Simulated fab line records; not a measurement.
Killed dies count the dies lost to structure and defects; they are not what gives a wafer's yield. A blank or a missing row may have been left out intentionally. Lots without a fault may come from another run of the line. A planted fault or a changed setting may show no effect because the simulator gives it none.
Split-lot trial :: flow n5 finfet :: 21 wafers read from 7 lots, route of 1938 steps

SPLIT DETAILS
At N5_MOL_CONTACT_COAG_EXPOSE_05 (exposes mask CA, defocus 0 nm), the setting dose mj was moved away from the recipe's 38.25 on 5 of the 21 wafers read, by -7.5% to +5.6%. All remaining wafers had this setting at the recipe value.

FROM THE SPLIT TO THE READING: what the file shows between them, 2 steps
- N5_MOL_CONTACT_COAG_PEB_06: peb time 60 s
- N5_MOL_CONTACT_COAG_DEVELOP_07: develop time 30 s

THE READING
cd nm at N5_MOL_CONTACT_COAG_CD_MEAS_08, given in nm (cd target 28 nm). Fault-free wafers of this fab line usually give 27.9 nm, standard deviation 0.31 nm.

wafer: L074.4
tool, chamber at the split: euv scanner-02, 0
dose mj as run: 35.39
against the recipe: -7.5%
cd nm, nm: 26.1
against lot-mates on the recipe: -2.2

wafer: L074.5
tool, chamber at the split: euv scanner-02, 0
dose mj as run: 38.25
against the recipe: recipe
cd nm, nm: 28.3
against lot-mates on the recipe: -

wafer: L074.6
tool, chamber at the split: euv scanner-02, 0
dose mj as run: 35.39
against the recipe: -7.5%
cd nm, nm: 26.5
against lot-mates on the recipe: -1.8

wafer: L075.2
tool, chamber at the split: euv scanner-01, 0
dose mj as run: 38.25
against the recipe: recipe
cd nm, nm: 27.8
against lot-mates on the recipe: -

wafer: L075.4
tool, chamber at the split: euv scanner-01, 0
dose mj as run: 35.44
against the recipe: -7.3%
cd nm, nm: 25.8
against lot-mates on the recipe: -2.2

wafer: L075.6
tool, chamber at the split: euv scanner-01, 0
dose mj as run: 38.25
against the recipe: recipe
cd nm, nm: 28.1
against lot-mates on the recipe: -

wafer: L078.2
tool, chamber at the split: euv scanner-02, 0
dose mj as run: 37.46
against the recipe: -2.1%
cd nm, nm: 26.7
against lot-mates on the recipe: -0.9

wafer: L078.3
tool, chamber at the split: euv scanner-02, 0
dose mj as run: 38.25
against the recipe: recipe
cd nm, nm: 27.4
against lot-mates on the recipe: -

wafer: L078.5
tool, chamber at the split: euv scanner-02, 0
dose mj as run: 38.25
against the recipe: recipe
cd nm, nm: 27.8
against lot-mates on the recipe: -

wafer: L080.4
tool, chamber at the split: euv scanner-01, 0
dose mj as run: 40.41
against the recipe: +5.6%
cd nm, nm: 29.3
against lot-mates on the recipe: +1.1

wafer: L080.5
tool, chamber at the split: euv scanner-01, 0
dose mj as run: 38.25
against the recipe: recipe
cd nm, nm: 28.4
against lot-mates on the recipe: -

wafer: L080.6
tool, chamber at the split: euv scanner-01, 0
dose mj as run: 38.25
against the recipe: recipe
cd nm, nm: 28.0
against lot-mates on the recipe: -

wafer: L083.2
tool, chamber at the split: euv scanner-02, 0
dose mj as run: 38.25
against the recipe: recipe
cd nm, nm: 27.7
against lot-mates on the recipe: -

wafer: L083.3
tool, chamber at the split: euv scanner-02, 0
dose mj as run: 38.25
against the recipe: recipe
cd nm, nm: 27.8
against lot-mates on the recipe: -

wafer: L083.4
tool, chamber at the split: euv scanner-02, 0
dose mj as run: 38.25
against the recipe: recipe
cd nm, nm: 27.7
against lot-mates on the recipe: -

wafer: L085.2
tool, chamber at the split: euv scanner-01, 0
dose mj as run: 38.25
against the recipe: recipe
cd nm, nm: 27.6
against lot-mates on the recipe: -

wafer: L085.3
tool, chamber at the split: euv scanner-01, 0
dose mj as run: 38.25
against the recipe: recipe
cd nm, nm: 27.8
against lot-mates on the recipe: -

wafer: L085.4
tool, chamber at the split: euv scanner-01, 0
dose mj as run: 38.25
against the recipe: recipe
cd nm, nm: 27.8
against lot-mates on the recipe: -

wafer: L086.3
tool, chamber at the split: euv scanner-01, 0
dose mj as run: 38.25
against the recipe: recipe
cd nm, nm: 28.1
against lot-mates on the recipe: -

wafer: L086.5
tool, chamber at the split: euv scanner-01, 0
dose mj as run: 38.25
against the recipe: recipe
cd nm, nm: 27.9
against lot-mates on the recipe: -

wafer: L086.6
tool, chamber at the split: euv scanner-01, 0
dose mj as run: 38.25
against the recipe: recipe
cd nm, nm: 28.1
against lot-mates on the recipe: -

FIT RESULTS
A straight line over all 21 wafers: cd nm changes by +0.243 nm for each +1% of dose mj; r = +0.93; the points scatter about the line by 0.3 nm.
The same after taking each lot's own level away (the mean of its wafers on the recipe; 21 wafers): +0.262 nm for each +1%; r = +0.98; scatter 0.18 nm.
According to that fit, moving dose mj by its largest amount changes the reading by 2 nm.
Across the lots, their own levels run from 27.60 to 28.30 nm, a range of 2.3 times the standard deviation given above.
Consequently the slope shifts little with the lot-to-lot level, the two slopes agreeing.
Check: -1.93 nm against its lot-mates is what the line predicts for one of the wafers moved furthest among these (-7.5%) when that wafer is left out of the fit. It came out at -2.2 nm against them.

THE WHOLE CHAIN: every reading that the file lists as answering this split, in the file's order
step: N5_MOL_CONTACT_COAG_CD_MEAS_08
what it does: target cd 28 nm
reading: cd nm
change (the file's fit): +0.265 nm for each +1% of the setting
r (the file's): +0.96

step: N5_MOL_CONTACT_COAG_ETCH_59
what it does: etches underlayer in N2/H2, target depth 13 nm, time 10.4 s
reading: MOL_CONTACT_COAG.cd offset nm (the simulator's own value, which no gauge read)
change (the file's fit): +0.253 nm for each +1% of the setting
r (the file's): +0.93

step: N5_MOL_CONTACT_COAG_ETCH_105
what it does: etches SiARC in CF4, target depth 15.6 nm, time 26 s
reading: MOL_CONTACT_COAG.cd offset nm (the simulator's own value, which no gauge read)
change (the file's fit): +0.267 nm for each +1% of the setting
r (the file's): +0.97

step: N5_MOL_CONTACT_COAG_ETCH_106
what it does: etches SOC in N2/H2, target depth 80 nm, overetch 16 nm, time 120 s
reading: MOL_CONTACT_COAG.cd offset nm (the simulator's own value, which no gauge read)
change (the file's fit): +0.226 nm for each +1% of the setting
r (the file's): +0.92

step: N5_MOL_CONTACT_COAG_CONTACT_ETCH_14
what it does: etches SiO2 in C4F6/O2, target depth 27.5 nm, overetch 8.5 nm, time 20 s
reading: MOL_CONTACT_COAG.cd offset nm (the simulator's own value, which no gauge read)
change (the file's fit): +0.221 nm for each +1% of the setting
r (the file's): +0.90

step: N5_MOL_CONTACT_COAG_ETCH_15
what it does: etches SiNx in CH3F/O2, stops on Si:P, target depth 7 nm
reading: MOL_CONTACT_COAG.cd offset nm (the simulator's own value, which no gauge read)
change (the file's fit): +0.211 nm for each +1% of the setting
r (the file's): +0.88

FILE'S OWN FIT
cd nm changes by +0.265 nm for each +1% of dose mj, r = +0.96.
